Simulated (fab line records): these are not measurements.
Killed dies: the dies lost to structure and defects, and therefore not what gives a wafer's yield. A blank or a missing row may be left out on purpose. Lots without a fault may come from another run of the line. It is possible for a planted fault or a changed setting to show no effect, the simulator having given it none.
Matching of chambers :: flow n5_finfet :: rie_diel-04 running N5_BEOL_M7_ETCH_62: 4 sister chambers
The step etches SOC in N2/H2, target depth 110 nm, overetch 22 nm, time 165 s. 14 wafers are shown with their chamber, then 7 later ones without.

WAFERS WITH THEIR CHAMBER
wafer: L087.3
chamber: 2
showerhead_plenum_p_Torr (Torr): 2.39
oes_product_au (a.u.): 0.58
throttle_valve_pct (%): 17.75

wafer: L087.4
chamber: 1
showerhead_plenum_p_Torr (Torr): 2.56
oes_product_au (a.u.): 0.70
throttle_valve_pct (%): 17.87

wafer: L087.5
chamber: 2
showerhead_plenum_p_Torr (Torr): 2.39
oes_product_au (a.u.): 0.58
throttle_valve_pct (%): 17.74

wafer: L086.2
chamber: 2
showerhead_plenum_p_Torr (Torr): 2.39
oes_product_au (a.u.): 0.58
throttle_valve_pct (%): 17.74

wafer: L086.4
chamber: 0
showerhead_plenum_p_Torr (Torr): 2.47
oes_product_au (a.u.): 0.73
throttle_valve_pct (%): 17.70

wafer: L086.5
chamber: 1
showerhead_plenum_p_Torr (Torr): 2.56
oes_product_au (a.u.): 0.70
throttle_valve_pct (%): 17.88

wafer: L090.1
chamber: 0
showerhead_plenum_p_Torr (Torr): 2.47
oes_product_au (a.u.): 0.73
throttle_valve_pct (%): 17.73

wafer: L090.4
chamber: 1
showerhead_plenum_p_Torr (Torr): 2.56
oes_product_au (a.u.): 0.69
throttle_valve_pct (%): 17.89

wafer: L090.6
chamber: 0
showerhead_plenum_p_Torr (Torr): 2.47
oes_product_au (a.u.): 0.72
throttle_valve_pct (%): 17.72

wafer: L092.1
chamber: 3
showerhead_plenum_p_Torr (Torr): 2.42
oes_product_au (a.u.): 0.63
throttle_valve_pct (%): 17.98

wafer: L092.4
chamber: 0
showerhead_plenum_p_Torr (Torr): 2.46
oes_product_au (a.u.): 0.72
throttle_valve_pct (%): 17.72

wafer: L092.6
chamber: 0
showerhead_plenum_p_Torr (Torr): 2.46
oes_product_au (a.u.): 0.72
throttle_valve_pct (%): 17.73

wafer: L095.1
chamber: 2
showerhead_plenum_p_Torr (Torr): 2.38
oes_product_au (a.u.): 0.57
throttle_valve_pct (%): 17.78

wafer: L095.2
chamber: 3
showerhead_plenum_p_Torr (Torr): 2.42
oes_product_au (a.u.): 0.63
throttle_valve_pct (%): 18.00

SIGNATURES (averages over the wafers above)
reading: showerhead_plenum_p_Torr
chamber 0: 2.4660
chamber 1: 2.5600
chamber 2: 2.3875
chamber 3: 2.4200
scatter within a chamber: 0.00442

reading: oes_product_au
chamber 0: 0.7240
chamber 1: 0.6967
chamber 2: 0.5775
chamber 3: 0.6300
scatter within a chamber: 0.00512

reading: throttle_valve_pct
chamber 0: 17.7200
chamber 1: 17.8800
chamber 2: 17.7525
chamber 3: 17.9900
scatter within a chamber: 0.0144
Rule: a wafer's distance from a chamber is the root of the sum, over the readings, of the square of ((its reading less the chamber's mean) divided by the reading's scatter). The wafer belongs to the nearest chamber; if the next one is less than 2 further off, it can't be placed. The scatter is the square root of a quotient: the sum, over the shown wafers, of each reading's squared deviation from its chamber's mean, divided by wafers minus chambers.

WAFERS WHOSE CHAMBER IS MISSING
wafer: L095.3
showerhead_plenum_p_Torr (Torr): 2.46
oes_product_au (a.u.): 0.72
throttle_valve_pct (%): 17.75

wafer: L095.4
showerhead_plenum_p_Torr (Torr): 2.56
oes_product_au (a.u.): 0.69
throttle_valve_pct (%): 17.91

wafer: L095.5
showerhead_plenum_p_Torr (Torr): 2.42
oes_product_au (a.u.): 0.63
throttle_valve_pct (%): 17.97

wafer: L095.6
showerhead_plenum_p_Torr (Torr): 2.39
oes_product_au (a.u.): 0.57
throttle_valve_pct (%): 17.78

wafer: L096.1
showerhead_plenum_p_Torr (Torr): 2.42
oes_product_au (a.u.): 0.63
throttle_valve_pct (%): 17.98

wafer: L096.3
showerhead_plenum_p_Torr (Torr): 2.39
oes_product_au (a.u.): 0.58
throttle_valve_pct (%): 17.78

wafer: L096.4
showerhead_plenum_p_Torr (Torr): 2.56
oes_product_au (a.u.): 0.69
throttle_valve_pct (%): 17.91

EACH ONE'S CHAMBER
wafer: L095.3
from the rows above: 0
in truth: 0

wafer: L095.4
from the rows above: 1
in truth: 1

wafer: L095.5
from the rows above: 3
in truth: 3

wafer: L095.6
from the rows above: 2
in truth: 2

wafer: L096.1
from the rows above: 3
in truth: 3

wafer: L096.3
from the rows above: 2
in truth: 2

wafer: L096.4
from the rows above: 1
in truth: 1
7 of 7 placed correctly. Can't be placed from these rows: 0. 0 placed wrongly.
